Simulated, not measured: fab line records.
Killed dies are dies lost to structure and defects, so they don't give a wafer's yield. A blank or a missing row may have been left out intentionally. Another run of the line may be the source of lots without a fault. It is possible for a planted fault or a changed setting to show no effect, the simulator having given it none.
fab line records	flow n5_finfet	part 1 of 2: steps 1 to 4 of 6
record lots=23	wafers=69	last_day=18
route steps=1938 shown BEOL_M8@1333 BEOL_M9@1403
lots with no fault: from the same line, run without faults
start_h: start of the lot's first displayed wafer, in hours after the record's first day	wait_h: hours from the lot's prior step to this one	" as in the row above	L1.1+2: a row that stands for several wafers	- no value, or no start given	* or withheld: withheld	< > ~ a bound
route shown NAME@n: NAME is a module with steps in the file, n the number in the route of the first one	usual: mean/standard deviation taken from wafers without a fault	same: alike in all rows	chamber/n: place in a boat	sites: per-site readings	_std_site: how widely they spread, as a standard deviation	_edge_site: mean of outer sites minus mean of inner sites	radius_mm: for every site, how far away it sits from the centre of the wafer	mask NAME#n: copy n	behind: the tool/chamber that last shaped the wafer	hold: the reason the lot was held/the length of the hold in hours/how it ended	device: whichever transistor did not switch (one of n, p or np)	end of line: the tests these same wafers got at the end of their route	for a step that has no rows: nothing shown but its recipe	killed: not the wafer's yield, but the dies lost to structure and defects at the first sort	map: dies across one wafer; x = killed, . = not, _ = none there
set.NAME: the setting that was run; set.NAME@STEP: the one run at that earlier step	model.NAME: the simulator's own value behind a step, which no gauge read
steps of the route over a sample of lots; a table a step, a row a wafer
services: from which hour (start_h, from the record's first day; less than 0 if before it) a tool's chamber was out of use, for how many hours, and why
## steps
# step N5_BEOL_M8_CURE_74
# recipe temp_c=385	time_s=240	ambient=He/Ar	material=SiCOH_lowk
# usual lamp_power_pct=52.31/0.05	wafer_temp_C_max=387.3/0.74
lot.wafer	tool	chamber	start_h	wait_h	lamp_power_pct	wafer_temp_C_max
L074.2	uv_cure-01	1	204.85	0.1	52.39	386.7
L074.3	"	1	"	"	52.32	386.2
L074.6	"	1	"	"	52.28	386.2
L075.1	uv_cure-03	2	205.43	0.0	52.33	388.0
L075.3	"	2	"	"	52.28	387.7
L075.5	"	2	"	"	52.31	389.9
L076.2	uv_cure-01	0	217.06	0.1	52.24	387.6
L076.3	"	0	"	"	52.36	388.9
L076.5	"	0	"	"	52.33	387.3
L077.3	uv_cure-02	0	225.19	0.9	52.29	387.0
L077.5	"	0	"	"	52.27	386.6
L077.6	"	0	"	"	52.35	386.9
L078.2	uv_cure-02	0	231.00	0.1	52.22	386.9
L078.4	"	0	"	"	52.36	387.0
L078.6	"	0	"	"	52.34	387.3
L080.1	uv_cure-01	1	241.46	0.0	52.19	386.4
L080.3	"	1	"	"	52.28	386.3
L080.5	"	1	"	"	52.28	386.2
L079.2	uv_cure-02	0	245.04	0.1	52.37	387.4
L079.3	"	0	"	"	52.32	387.8
L079.6	"	0	"	"	52.39	387.1
L081.1	uv_cure-01	0	245.21	0.0	52.35	387.4
L081.3	"	0	"	"	52.32	388.1
L081.6	"	0	"	"	52.33	386.9
L083.3	uv_cure-02	2	250.86	0.2	52.29	388.2
L083.4	"	2	"	"	52.29	387.7
L083.5	"	2	"	"	52.32	388.1
L082.2	uv_cure-03	1	262.76	0.1	52.30	387.6
L082.3	"	1	"	"	52.36	387.1
L082.5	"	1	"	"	52.34	386.9
L084.1	uv_cure-03	1	270.15	0.0	52.31	386.9
L084.2	"	1	"	"	52.32	387.1
L084.4	"	1	"	"	52.33	387.7
L085.2	uv_cure-03	2	279.06	0.2	52.33	387.0
L085.3	"	2	"	"	52.24	387.0
L085.5	"	2	"	"	52.30	387.4
L086.1	uv_cure-01	2	281.21	0.0	52.44	387.2
L086.4	"	2	"	"	52.36	387.3
L086.6	"	2	"	"	52.34	387.1
L087.1	uv_cure-01	2	287.41	0.0	52.30	388.1
L087.4	"	2	"	"	52.27	388.3
L087.5	"	2	"	"	52.41	387.2
L088.2	uv_cure-03	2	288.71	0.1	52.30	386.7
L088.5	"	2	"	"	52.32	387.3
L088.6	"	2	"	"	52.33	387.9
L089.4	uv_cure-02	2	291.95	0.3	52.27	388.7
L089.5	"	2	"	"	52.29	387.9
L089.6	"	2	"	"	52.38	388.1
L090.1	uv_cure-03	2	299.20	0.0	52.30	387.3
L090.2	"	2	"	"	52.31	387.1
L090.6	"	2	"	"	52.24	387.1
L091.1	uv_cure-02	1	299.84	0.0	52.31	386.3
L091.3	"	1	"	"	52.31	386.8
L091.5	"	1	"	"	52.31	386.4
L092.1	uv_cure-01	0	314.42	0.0	52.34	387.5
L092.2	"	0	"	"	52.30	387.6
L092.6	"	0	"	"	52.29	387.8
L094.1	uv_cure-01	2	317.07	0.1	52.24	386.3
L094.5	"	2	"	"	52.35	386.5
L094.6	"	2	"	"	52.36	387.5
L093.1	uv_cure-02	2	324.01	0.2	52.29	389.2
L093.4	"	2	"	"	52.34	388.4
L093.5	"	2	"	"	52.33	388.7
L096.2	uv_cure-01	2	339.07	0.1	52.16	387.2
L096.3	"	2	"	"	52.28	387.3
L096.5	"	2	"	"	52.28	387.8
L097.1	uv_cure-02	1	349.84	0.1	52.34	386.8
L097.3	"	1	"	"	52.33	386.3
L097.5	"	1	"	"	52.34	386.9
# step N5_BEOL_M8_STRIP_19
# recipe chemistry=O2	power_w=400	temp_c=40	pressure_mtorr=30	rf_frequency_hz=6e+07	bias_power_w=0	overash_fraction=0.2	o2_flow_sccm=225
# usual drypump_motor_current_A=5.9/0.4	oes_product_au=0.81/0.11	rf_vpp_V=3.6/0.66	showerhead_plenum_p_Torr=2.07/0.07	temp_c=40.01/0.13	throttle_valve_pct=16.58/0.22
lot.wafer	tool	chamber	start_h	wait_h	drypump_motor_current_A	oes_product_au	rf_hours_counter_h	rf_vpp_V	showerhead_plenum_p_Torr	temp_c	throttle_valve_pct
L074.2	rie_diel-05	3	207.95	0.1	6.5	0.70	215	4.1	2.16	39.89	16.95
L074.3	"	2	"	"	5.5	0.92	28	3.1	2.04	40.01	16.28
L074.6	"	2	"	"	5.5	0.91	-	4.6	2.04	39.99	16.27
L075.1	rie_diel-05	2	208.50	0.1	5.5	0.92	28	4.2	2.04	40.04	16.25
L075.3	"	1	"	"	5.1	0.69	226	3.8	2.18	40.08	17.09
L075.5	"	1	"	"	5.2	0.69	-	3.7	2.18	40.14	17.05
L076.2	rie_diel-05	0	219.97	0.3	5.7	0.69	235	3.5	2.17	40.01	16.73
L076.3	"	2	"	"	5.5	0.92	31	3.9	2.04	40.20	16.27
L076.5	"	3	"	"	6.5	0.69	-	2.2	2.16	40.16	16.97
L077.3	rie_diel-02	3	226.59	0.1	6.0	0.82	65	4.6	2.02	40.00	16.67
L077.5	"	3	"	"	5.9	0.81	-	3.4	2.02	39.90	16.66
L077.6	"	2	"	"	5.7	0.95	-	3.3	2.07	39.89	16.51
L078.2	rie_diel-05	0	232.52	0.1	5.7	0.68	240	3.1	2.17	40.24	16.76
L078.4	"	2	"	"	5.5	0.89	35	2.4	2.04	39.88	16.30
L078.6	"	2	"	"	5.5	0.90	-	3.2	2.04	40.11	16.28
L080.1	rie_diel-03	0	244.31	0.1	6.3	1.03	0	4.8	2.07	39.92	16.48
L080.3	"	3	"	"	5.9	0.71	222	2.1	2.05	40.06	16.43
L080.5	"	3	"	"	5.9	0.71	-	3.5	2.05	40.06	16.44
L079.2	rie_diel-03	1	248.38	0.1	6.4	0.75	146	4.1	2.10	40.02	16.73
L079.3	"	2	"	"	5.4	0.96	11	3.6	2.04	39.89	16.22
L079.6	"	3	"	"	5.9	0.70	-	3.4	2.05	39.96	16.44
L081.1	rie_diel-02	2	248.91	0.1	5.8	0.91	15	3.6	2.06	40.00	16.56
L081.3	"	3	"	"	5.9	0.80	73	3.3	2.02	39.98	16.68
L081.6	"	2	"	"	5.8	0.91	-	3.7	2.06	40.02	16.58
L083.3	rie_diel-03	3	254.53	0.1	5.9	0.71	226	4.0	2.05	40.14	16.41
L083.4	"	2	"	"	5.5	0.97	14	4.1	2.04	39.97	16.23
L083.5	"	3	"	"	5.9	0.71	-	2.8	2.05	40.13	16.44
L082.2	rie_diel-03	0	266.37	0.1	6.3	0.98	7	4.6	2.06	39.89	16.46
L082.3	"	3	"	"	5.9	0.70	228	4.1	2.05	39.95	16.42
L082.5	"	0	"	"	6.2	0.97	-	4.6	2.06	40.05	16.48
L084.1	rie_diel-02	1	274.59	0.1	5.3	0.70	218	4.2	2.16	40.21	16.61
L084.2	"	2	"	"	5.8	0.89	25	4.0	2.06	39.95	16.57
L084.4	"	3	"	"	6.0	0.80	-	3.2	2.02	39.79	16.69
L085.2	rie_diel-05	2	281.75	0.2	5.5	0.87	56	3.6	2.03	39.82	16.34
L085.3	"	3	"	"	6.5	0.68	241	3.0	2.15	39.90	17.01
L085.5	"	3	"	"	6.5	0.67	-	3.3	2.15	39.87	17.01
L086.1	rie_diel-03	1	284.53	0.1	6.4	0.73	158	3.3	2.09	40.14	16.72
L086.4	"	0	"	"	6.3	0.95	14	3.9	2.06	40.15	16.50
L086.6	"	3	"	"	5.9	0.69	-	3.4	2.05	40.01	16.44
L087.1	rie_diel-02	1	290.74	0.1	5.4	0.70	224	3.8	2.16	39.96	16.59
L087.4	"	0	"	"	6.3	0.72	184	3.6	1.90	40.09	16.76
L087.5	"	0	"	"	6.3	0.72	-	4.2	1.90	40.02	16.77
L088.2	rie_diel-03	1	291.34	0.2	6.4	0.73	161	3.9	2.09	40.08	16.73
L088.5	"	2	"	"	5.4	0.94	-	4.7	2.03	39.97	16.24
L088.6	"	1	"	"	6.4	0.73	-	4.1	2.09	39.97	16.74
L089.4	rie_diel-03	2	295.33	0.2	5.4	0.92	27	3.7	2.03	39.94	16.23
L089.5	"	1	"	"	6.4	0.74	-	4.4	2.09	40.01	16.75
L089.6	"	0	"	"	6.3	0.94	-	4.2	2.06	40.01	16.52
L090.1	rie_diel-03	3	303.55	0.1	5.9	0.70	239	4.0	2.05	39.94	16.46
L090.2	"	0	"	"	6.3	0.94	21	4.6	2.06	40.11	16.49
L090.6	"	0	"	"	6.3	0.94	-	4.3	2.06	39.97	16.50
L091.1	rie_diel-02	1	303.84	0.1	5.4	0.69	230	3.3	2.16	40.01	16.62
L091.3	"	2	"	"	5.8	0.87	37	3.3	2.06	39.94	16.60
L091.5	"	3	"	"	5.9	0.80	-	4.5	2.01	39.99	16.73
L092.1	rie_diel-03	3	317.30	0.2	5.9	0.70	242	4.5	2.04	40.28	16.45
L092.2	"	0	"	"	6.3	0.94	28	3.3	2.06	40.12	16.53
L092.6	"	3	"	"	5.9	0.69	-	4.0	2.05	40.09	16.45
L094.1	rie_diel-02	2	321.03	0.1	5.8	0.86	44	3.7	2.05	39.96	16.62
L094.5	"	1	"	"	5.4	0.69	-	3.8	2.15	39.93	16.61
L094.6	"	0	"	"	6.4	0.72	-	2.6	1.89	39.85	16.81
L093.1	rie_diel-05	2	326.78	0.1	5.5	0.84	74	3.5	2.02	39.86	16.35
L093.4	"	0	"	"	5.8	0.94	-	3.4	2.16	39.90	16.28
L093.5	"	2	"	"	5.5	0.85	-	4.1	2.02	39.83	16.36
L096.2	rie_diel-03	2	342.68	0.1	5.5	0.88	46	3.6	2.03	40.10	16.27
L096.3	"	1	"	"	6.4	0.73	178	2.9	2.08	40.03	16.79
L096.5	"	0	"	"	6.3	0.90	-	4.3	2.05	40.12	16.54
L097.1	rie_diel-05	0	355.79	0.4	5.7	0.92	33	3.8	2.16	40.02	16.32
L097.3	"	1	"	"	5.2	0.92	27	3.7	2.16	39.94	16.72
L097.5	"	1	"	"	5.2	0.92	-	2.8	2.16	40.06	16.72
# step N5_BEOL_M8_SPUTTER_48
# recipe material=Cu	target_thk_a=100	temp_c=-20	bias_v=60	power_w=26000	chamber_pressure_pa=0.13	time_s=1.667
# usual cathode_dc_power_W=26000/4.7	chamber_pressure_pa=0.13005/0.00028	throttle_valve_pct=29.8/1.2
lot.wafer	tool	chamber	start_h	wait_h	cathode_dc_power_W	chamber_pressure_pa	throttle_valve_pct
L075.1	pvd_sputter-01	-	211.70	0.1	25996	0.13011	28.0
L075.3	"	-	"	"	26000	0.12989	30.2
L075.5	"	-	"	"	26006	0.13019	31.5
L074.2	pvd_sputter-03	-	211.92	0.2	25992	0.12944	30.6
L074.3	"	-	"	"	26002	0.12997	30.7
L074.6	"	-	"	"	26002	0.13006	29.2
L076.2	pvd_sputter-01	-	224.08	0.1	26003	0.13011	30.3
L076.3	"	-	"	"	25996	0.1305	29.7
L076.5	"	-	"	"	26005	0.13015	30.0
L077.3	pvd_sputter-02	-	231.07	0.1	26005	0.12994	31.1
L077.5	"	-	"	"	25997	0.13031	28.4
L077.6	"	-	"	"	25999	0.13039	29.7
L078.2	pvd_sputter-01	-	235.11	0.2	25999	0.12965	29.8
L078.4	"	-	"	"	25997	0.12995	30.2
L078.6	"	-	"	"	26001	0.12999	30.0
L080.1	pvd_sputter-01	-	248.17	0.1	26002	0.13017	31.3
L080.3	"	-	"	"	25991	0.13031	30.6
L080.5	"	-	"	"	26003	0.12998	31.5
L079.2	pvd_sputter-02	-	254.12	0.1	25996	0.13037	31.3
L079.3	"	-	"	"	26000	0.13029	30.9
L079.6	"	-	"	"	25997	0.12987	31.0
L081.1	pvd_sputter-02	-	258.94	0.1	25996	0.12969	28.7
L081.3	"	-	"	"	25999	0.12985	31.4
L081.6	"	-	"	"	25997	0.12991	31.6
L083.3	pvd_sputter-03	-	261.69	0.3	25998	0.12984	28.2
L083.4	"	-	"	"	25997	0.12989	30.6
L083.5	"	-	"	"	25999	0.13004	29.1
L082.2	pvd_sputter-02	-	272.46	1.8	25992	0.13042	28.4
L082.3	"	-	"	"	26007	0.1303	31.1
L082.5	"	-	"	"	26000	0.12984	28.6
L084.1	pvd_sputter-02	-	278.62	0.1	26008	0.13006	31.2
L084.2	"	-	"	"	26008	0.1306	29.7
L084.4	"	-	"	"	25998	0.13026	30.9
L085.2	pvd_sputter-01	-	286.71	0.2	25997	0.12999	30.4
L085.3	"	-	"	"	25998	0.1301	27.9
L085.5	"	-	"	"	25989	0.12996	30.5
L086.1	pvd_sputter-03	-	287.96	0.1	26005	0.13011	29.0
L086.4	"	-	"	"	26006	0.13032	30.7
L086.6	"	-	"	"	26001	0.1294	29.2
L087.1	pvd_sputter-01	-	296.95	0.1	25997	0.12988	31.7
L087.4	"	-	"	"	26001	0.13014	30.3
L087.5	"	-	"	"	26002	0.13061	30.0
L088.2	pvd_sputter-03	-	297.56	0.1	26000	0.12953	29.2
L088.5	"	-	"	"	26008	0.13008	30.8
L088.6	"	-	"	"	25997	0.1303	29.4
L089.4	pvd_sputter-02	-	300.37	1.7	26000	0.12978	31.0
L089.5	"	-	"	"	26006	0.13006	28.3
L089.6	"	-	"	"	26002	0.13027	29.6
L090.1	pvd_sputter-02	-	307.48	0.1	25992	0.12995	31.3
L090.2	"	-	"	"	26008	0.1302	31.2
L090.6	"	-	"	"	25994	0.12982	29.6
L091.1	pvd_sputter-02	-	307.80	0.2	26000	0.12997	29.6
L091.3	"	-	"	"	26001	0.1297	28.3
L091.5	"	-	"	"	26001	0.12982	28.3
L092.1	pvd_sputter-02	-	322.22	0.1	26002	0.1303	28.4
L092.2	"	-	"	"	25996	0.13014	29.6
L092.6	"	-	"	"	25995	0.13009	28.4
L094.1	pvd_sputter-01	-	323.16	0.1	26001	0.12996	28.1
L094.5	"	-	"	"	26001	0.12952	29.8
L094.6	"	-	"	"	26000	0.13039	30.4
L093.1	pvd_sputter-01	-	331.02	0.3	26007	0.12994	30.4
L093.4	"	-	"	"	26002	0.13025	27.7
L093.5	"	-	"	"	26004	0.1301	29.7
L096.2	pvd_sputter-02	-	348.13	0.3	26003	0.1299	29.4
L096.3	"	-	"	"	25994	0.13017	30.8
L096.5	"	-	"	"	26004	0.13061	29.5
L097.1	pvd_sputter-01	-	359.77	0.1	26001	0.12974	30.4
L097.3	"	-	"	"	25997	0.12975	31.3
L097.5	"	-	"	"	25997	0.13024	30.1
# step N5_BEOL_M9_THK_MEAS_01
# recipe reads=SiCOH_lowk_of_BEOL_M9_ILD_DEP_00
# usual M9_ILD_THK=267/3.6
lot.wafer	tool	chamber	start_h	wait_h	M9_ILD_THK[nm]
L075.1	film_metro-02	-	216.44	0.4	264
L075.3	"	-	"	"	263
L075.5	"	-	"	"	265
L074.2	film_metro-02	-	217.01	0.4	264
L074.3	"	-	"	"	266
L074.6	"	-	"	"	271
L076.2	film_metro-01	-	228.38	0.4	264
L076.3	"	-	"	"	266
L076.5	"	-	"	"	272
L077.3	film_metro-02	-	236.05	0.3	260
L077.5	"	-	"	"	270
L077.6	"	-	"	"	269
L078.2	film_metro-02	-	240.75	0.4	259
L078.4	"	-	"	"	267
L078.6	"	-	"	"	269
L080.1	film_metro-01	-	249.76	0.4	264
L080.3	"	-	"	"	264
L080.5	"	-	"	"	267
L079.2	film_metro-01	-	255.70	0.4	263
L079.3	"	-	"	"	265
L079.6	"	-	"	"	269
L081.1	film_metro-01	-	260.53	0.4	265
L081.3	"	-	"	"	269
L081.6	"	-	"	"	271
L083.3	film_metro-02	-	263.72	0.3	266
L083.4	"	-	"	"	271
L083.5	"	-	"	"	271
L082.2	film_metro-02	-	274.06	0.4	267
L082.3	"	-	"	"	261
L082.5	"	-	"	"	270
L084.1	film_metro-02	-	280.21	0.4	265
L084.2	"	-	"	"	267
L084.4	"	-	"	"	271
L085.2	film_metro-01	-	288.32	0.4	267
L085.3	"	-	"	"	265
L085.5	"	-	"	"	267
L086.1	film_metro-02	-	289.65	0.4	265
L086.4	"	-	"	"	266
L086.6	"	-	"	"	271
L087.1	film_metro-02	-	298.91	0.4	260
L087.4	"	-	"	"	267
L087.5	"	-	"	"	263
L088.2	film_metro-02	-	299.46	0.4	270
L088.5	"	-	"	"	266
L088.6	"	-	"	"	263
L089.4	film_metro-02	-	302.14	0.2	275
L089.5	"	-	"	"	267
L089.6	"	-	"	"	268
L090.1	film_metro-02	-	309.40	0.4	268
L090.2	"	-	"	"	263
L090.6	"	-	"	"	271
L091.1	film_metro-01	-	310.35	0.4	268
L091.3	"	-	"	"	261
L091.5	"	-	"	"	266
L092.1	film_metro-01	-	324.50	0.9	267
L092.2	"	-	"	"	264
L092.6	"	-	"	"	268
L094.1	film_metro-01	-	325.39	0.4	264
L094.5	"	-	"	"	271
L094.6	"	-	"	"	269
L093.1	film_metro-02	-	332.62	0.4	263
L093.4	"	-	"	"	263
L093.5	"	-	"	"	264
L096.2	film_metro-02	-	349.98	0.4	266
L096.3	"	-	"	"	266
L096.5	"	-	"	"	268
L097.1	film_metro-01	-	361.89	0.4	266
L097.3	"	-	"	"	262
L097.5	"	-	"	"	267
